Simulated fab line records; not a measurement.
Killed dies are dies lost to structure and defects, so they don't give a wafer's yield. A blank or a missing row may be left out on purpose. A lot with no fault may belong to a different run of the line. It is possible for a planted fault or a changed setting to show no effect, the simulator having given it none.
Shared-tool check ; flow n5Finfet ; 9 lots and 27 wafers in the sample

## REASON IT WAS OPENED
On 3 of the 9 lots, a flag is raised at N5_BEOL_M8_OCD_MEAS_38 on the reading trenchDepthNm. Wafers without a fault read 92.8 nm, standard deviation 1.3.
Rule: a lot is flagged when every wafer of it that has a number lies more than 4 standard deviations from that mean, or none has a number. The rest of the lots are taken to be sound.

lot;measured;on;trenchDepthNm (nm), wafer by wafer;flag
L182;day 9 14:16;ocd-02;92.7 89.9 91.7;
L183;day 9 16:06;ocd-02;92.9 92.0 93.9;
L185;day 9 19:17;ocd-01;93.1 92.4 92.3;
L190;day 11 17:48;ocd-02;93.8 93.4 92.8;
L189;day 11 20:41;ocd-02;94.2 92.7 92.2;
L195;day 13 09:52;ocd-01;0 0 0;FLAGGED
L199;day 13 17:09;ocd-01;0 0 0;FLAGGED
L198;day 13 17:14;ocd-02;0 0 0.5;FLAGGED
L203;day 15 21:46;ocd-01;92.3 93.5 90.7;
The numbers of the flagged lots are 0.1 nm on average: -92.7 nm against the usual, or -71 standard deviations.

## EACH LOT AND THE TOOL IT RAN ON
2 process steps preceding the reading are held in the record, out of 1938 steps in the route. In each cell: the tool, then ch and the chambers that the sampled wafers went through, then the start.
lot;flag;N5_BEOL_M8_TRENCH_ETCH_37;N5_BEOL_M8_STRIP_80
L182;;rieDiel-02 ch 0,3, day 9 14:06;rieDiel-02 ch 0,3, day 9 14:16 or earlier
L183;;rieDiel-06 ch 1,2,3, day 9 15:56;rieDiel-06 ch 1,2,3, day 9 16:06 or earlier
L185;;rieDiel-06 ch 0,1,3, day 9 19:07;rieDiel-06 ch 0,1,3, day 9 19:17 or earlier
L190;;rieDiel-06 ch 0,2,3, day 11 17:38;rieDiel-06 ch 0,2,3, day 11 17:48 or earlier
L189;;rieDiel-06 ch 0,1,3, day 11 20:32;rieDiel-06 ch 0,1,3, day 11 20:41 or earlier
L195;FLAGGED;rieDiel-05 ch 0,3, day 13 09:42;rieDiel-05 ch 0,3, day 13 09:52 or earlier
L199;FLAGGED;rieDiel-05 ch 2,3, day 13 16:59;rieDiel-05 ch 2,3, day 13 17:09 or earlier
L198;FLAGGED;rieDiel-06 ch 0,2, day 13 17:05;rieDiel-06 ch 0,2, day 13 17:14 or earlier
L203;;rieDiel-02 ch 0,1,3, day 15 21:35;rieDiel-02 ch 0,1,3, day 15 21:46 or earlier
What these steps do:
- N5_BEOL_M8_TRENCH_ETCH_37: etches SiCOH lowk in C4F6/O2, target depth 93.478 nm, time 31.2 s.
- N5_BEOL_M8_STRIP_80: strips in N2/H2, time 10 s.
- N5_BEOL_M8_OCD_MEAS_38

## FLAGGED OVER TOTAL, TOOL BY TOOL (the gauges that took the reading come last)
step;tool;lots run;flagged;share of the flagged lots;sound lots run after its first flagged lot
N5_BEOL_M8_TRENCH_ETCH_37;rieDiel-02;2;0;none;-
N5_BEOL_M8_TRENCH_ETCH_37;rieDiel-05;2;2;some;0
N5_BEOL_M8_TRENCH_ETCH_37;rieDiel-06;5;1;some;0
N5_BEOL_M8_STRIP_80;rieDiel-02;2;0;none;-
N5_BEOL_M8_STRIP_80;rieDiel-05;2;2;some;0
N5_BEOL_M8_STRIP_80;rieDiel-06;5;1;some;0
N5_BEOL_M8_OCD_MEAS_38;ocd-01;4;2;some;1 (L203)
N5_BEOL_M8_OCD_MEAS_38;ocd-02;5;1;some;0
With no start given for some of its lots, N5_BEOL_M8_STRIP_80 uses the hours and lot order of N5_BEOL_M8_OCD_MEAS_38.

## WHAT IS ALLOWED BY THE TABLE
No row of the table ran every flagged lot.

## WHAT THE SIMULATOR HAD PUT IN
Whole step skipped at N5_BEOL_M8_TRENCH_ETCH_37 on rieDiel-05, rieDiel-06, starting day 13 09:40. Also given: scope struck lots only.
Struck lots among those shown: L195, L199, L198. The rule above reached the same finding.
